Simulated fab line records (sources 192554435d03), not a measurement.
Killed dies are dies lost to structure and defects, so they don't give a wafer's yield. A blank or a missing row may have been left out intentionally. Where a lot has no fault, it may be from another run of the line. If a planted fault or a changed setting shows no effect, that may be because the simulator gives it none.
Split-lot trial	flow n5-finfet	39 wafers read across 7 lots, on a route 1938 steps long

## SPLIT DETAILS
At N5_BEOL_M1_ILD_DEP_00 (deposits SiOC from DEMS/O2, target thk 79 nm, time 15.3 s), the setting time-s was moved away from the recipe's 15.3 s on 15 of the 39 wafers read, by -53.5% to +51.7%. All remaining wafers had this setting at the recipe value.

There is no step in the file separating the split from the reading.

## THE READING
M1_ILD_THK (nm), taken at N5_BEOL_M1_THK_MEAS_01. A value of 79.3 nm with a standard deviation of 1 nm is what fault-free wafers of this fab line usually give.

wafer	tool, chamber at the split	time-s as run, s	against the recipe	M1_ILD_THK, nm	against lot-mates on the recipe
L074.1	pecvd-01, 1	15.3	recipe	80.4	-
L074.2	pecvd-01, 0	15.3	recipe	79.6	-
L074.3	pecvd-01, 2	15.3	recipe	78.4	-
L074.4	pecvd-01, 0	15.3	recipe	81.2	-
L074.5	pecvd-01, 2,1	15.3	recipe	80.1	-
L074.6	pecvd-01, 2,1	15.3	recipe	80.1	-
L075.1	pecvd-01, 0	15.3	recipe	79.6	-
L075.2	pecvd-01, 1,2	15.3	recipe	80.1	-
L075.3	pecvd-01, 2	7.113	-53.5%	36.9	-43.0
L075.4	pecvd-01, 1	7.113	-53.5%	39.1	-40.8
L075.5	pecvd-01, 0	7.113	-53.5%	39.1	-40.8
L075.6	pecvd-01, 1,2	15.3	recipe	80.1	-
L076.1	pecvd-02, 2	9.997	-34.7%	51.0	-27.1
L076.2	pecvd-02, 0	15.3	recipe	77.3	-
L076.3	pecvd-02, 1	9.997	-34.7%	51.9	-26.2
L076.4	pecvd-02, 2	15.3	recipe	78.4	-
L076.5	pecvd-02, 0	15.3	recipe	78.6	-
L076.6	pecvd-02, 1	9.997	-34.7%	52.5	-25.6
L077.1	pecvd-01, 1	15.3	recipe	80.2	-
L077.2	pecvd-01, 2	23.21	+51.7%	118.3	+38.6
L077.3	pecvd-01, 0,2	15.3	recipe	79.5	-
L077.4	pecvd-01, 0,2	15.3	recipe	79.5	-
L077.5	pecvd-01, 1	23.21	+51.7%	120.9	+41.2
L077.6	pecvd-01, 0	23.21	+51.7%	120.6	+40.9
L088.1	pecvd-02, 2	7.952	-48.0%	40.7	-37.6
L088.2	pecvd-02, 1	15.3	recipe	78.6	-
L088.3	pecvd-02, 0	15.3	recipe	77.5	-
L088.4	pecvd-02, 2,1	7.952	-48.0%	41.3	-37.0
L088.5	pecvd-02, 2,1	7.952	-48.0%	41.2	-37.1
L088.6	pecvd-02, 0	15.3	recipe	78.8	-
L090.1	pecvd-01, 0	9.248	-39.6%	49.5	-30.1
L090.2	pecvd-01, 1	9.248	-39.6%	48.5	-31.1
L090.3	pecvd-01, 1	15.3	recipe	79.1	-
L090.4	pecvd-01, 0	9.248	-39.6%	49.6	-30.0
L090.5	pecvd-01, 0	15.3	recipe	81.3	-
L090.6	pecvd-01, 1	15.3	recipe	78.5	-
L092.4	pecvd-04, 2	15.3	recipe	80.5	-
L092.5	pecvd-04, 1	15.3	recipe	78.1	-
L092.6	pecvd-04, 0	15.3	recipe	79.9	-
When a row names more than one chamber, that row covers several wafers, and the file does not tell which wafer ran in which chamber.

FIT RESULTS
A straight line over all 39 wafers: M1_ILD_THK changes by +0.781 nm for each +1% of time-s; r = +1.00; the points scatter about the line by 1.1 nm.
The same after taking each lot's own level away (the mean of its wafers on the recipe; 39 wafers): +0.774 nm for each +1%; r = +1.00; scatter 0.82 nm.
On that fit, the largest move of time-s shifts the reading by 41 nm.
Across the lots, their own levels run from 78.10 to 79.97 nm, a range of 1.9 times the standard deviation given above.
The two slopes agree, so the slope changes little with the lot-to-lot level.
Check: -41.2 nm against its lot-mates is what the line predicts for one of the wafers moved furthest among these (-53.5%) when that wafer is left out of the fit. Against them it came out at -43 nm.

## FURTHER SPLITS ON THESE WAFERS
Other splits were also applied to these wafers ahead of the reading. Each is held against what the fit with the lots' levels taken away leaves over:
other split on the same wafers	wafers away from the commonest value	r with M1_ILD_THK (lot level and that fit taken away)
N5_ZERO_LAYER_PECVD_02 time-s	12	+0.00
N5_FIN_SAQP_MANDREL_ETCH_22 target-depth-a	12	-0.08
N5_SD_EPI_N_EPI_21 epi-growth-time-s	18	-0.02
N5_HKMG_FIN_ETCH_55 time-s	15	+0.24
N5_MOL_CONTACT_COAG_ALD_133 ald-cycles	9	-0.04

## THE WHOLE CHAIN: every reading that the file lists as answering this split, in the file's order
step	what it does	reading	change (the file's fit)	r (the file's)
N5_BEOL_M1_ILD_DEP_00	deposits SiOC from DEMS/O2, target thk 79 nm, time 15.3 s	SiOC_of_BEOL_M1_ILD_DEP_00.thk-nm (the simulator's own value, which no gauge read)	+0.773 nm for each +1% of the setting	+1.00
N5_BEOL_M1_THK_MEAS_01		M1_ILD_THK	+0.774 for each +1% of the setting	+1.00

## FILE'S OWN FIT
M1_ILD_THK changes by +0.774 nm for each +1% of time-s, r = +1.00.
